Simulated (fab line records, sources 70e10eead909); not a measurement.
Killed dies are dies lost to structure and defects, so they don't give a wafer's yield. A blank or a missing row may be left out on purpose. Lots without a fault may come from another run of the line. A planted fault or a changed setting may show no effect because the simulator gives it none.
Chamber matching | flow nand_harc | NHARC_A_STAIRCASE_STRIP_476 on rie_diel-06: 4 sister chambers
The step strips in O2, time 20 s. 16 wafers are shown with their chamber, then 8 later ones without.

WAFERS WITH THEIR CHAMBER
wafer  | chamber | drypump_motor_current_A (A) | showerhead_plenum_p_Torr (Torr) | oes_product_au (a.u.)
L076.1 | 0       | 5.5                         | 3.72                            | 1.005
L076.3 | 2       | 6.7                         | 3.44                            | 0.989
L076.4 | 3       | 5.9                         | 3.49                            | 0.994
L074.1 | 0       | 5.5                         | 3.72                            | 0.996
L074.5 | 2       | 6.6                         | 3.44                            | 0.980
L074.6 | 1       | 5.7                         | 3.49                            | 1.002
L079.3 | 2       | 6.6                         | 3.44                            | 0.981
L079.4 | 0       | 5.5                         | 3.72                            | 0.993
L079.6 | 3       | 5.9                         | 3.49                            | 0.992
L080.1 | 0       | 5.5                         | 3.72                            | 0.988
L080.5 | 3       | 5.9                         | 3.49                            | 0.996
L080.6 | 0       | 5.5                         | 3.72                            | 0.990
L087.3 | 3       | 5.9                         | 3.48                            | 0.990
L087.4 | 2       | 6.6                         | 3.43                            | 0.991
L087.5 | 0       | 5.5                         | 3.70                            | 0.981
L088.2 | 2       | 6.6                         | 3.43                            | 0.988

SIGNATURES (means of the wafers above)
reading                  | chamber 0 | chamber 1 | chamber 2 | chamber 3 | scatter within a chamber
drypump_motor_current_A  | 5.500     | 5.700     | 6.620     | 5.900     | 0.0258
showerhead_plenum_p_Torr | 3.7167    | 3.4900    | 3.4360    | 3.4875    | 0.00664
oes_product_au           | 0.99217   | 1.00200   | 0.98580   | 0.99300   | 0.00609
Rule: a wafer's distance from a chamber is the root of the sum, over the readings, of the square of ((its reading less the chamber's mean) divided by the reading's scatter). The wafer belongs to the nearest chamber; if the next one is less than 2 further off, it can't be placed. The scatter: the root of (the sum of the squares of (reading less its chamber's mean) over the shown wafers, divided by (wafers less chambers)).

WAFERS WITHOUT THEIR CHAMBER
wafer  | drypump_motor_current_A (A) | showerhead_plenum_p_Torr (Torr) | oes_product_au (a.u.)
L088.5 | 6.6                         | 3.43                            | 0.987
L088.6 | 5.9                         | 3.47                            | 0.991
L091.2 | 5.7                         | 3.47                            | 1.022
L091.3 | 6.6                         | 3.42                            | 1.000
L091.4 | 5.5                         | 3.69                            | 0.992
L094.1 | 6.6                         | 3.41                            | 0.997
L094.2 | 5.7                         | 3.46                            | 1.009
L094.4 | 5.9                         | 3.46                            | 1.000

WHICH CHAMBER EACH WENT THROUGH
wafer  | from the rows above | in truth
L088.5 | 2                   | 2
L088.6 | 3                   | 3
L091.2 | 1                   | 1
L091.3 | 2                   | 2
L091.4 | 0                   | 0
L094.1 | 2                   | 2
L094.2 | 1                   | 1
L094.4 | 3                   | 3
Placed correctly: 8 of 8. Can't be placed from these rows: 0. Placed wrongly: 0.
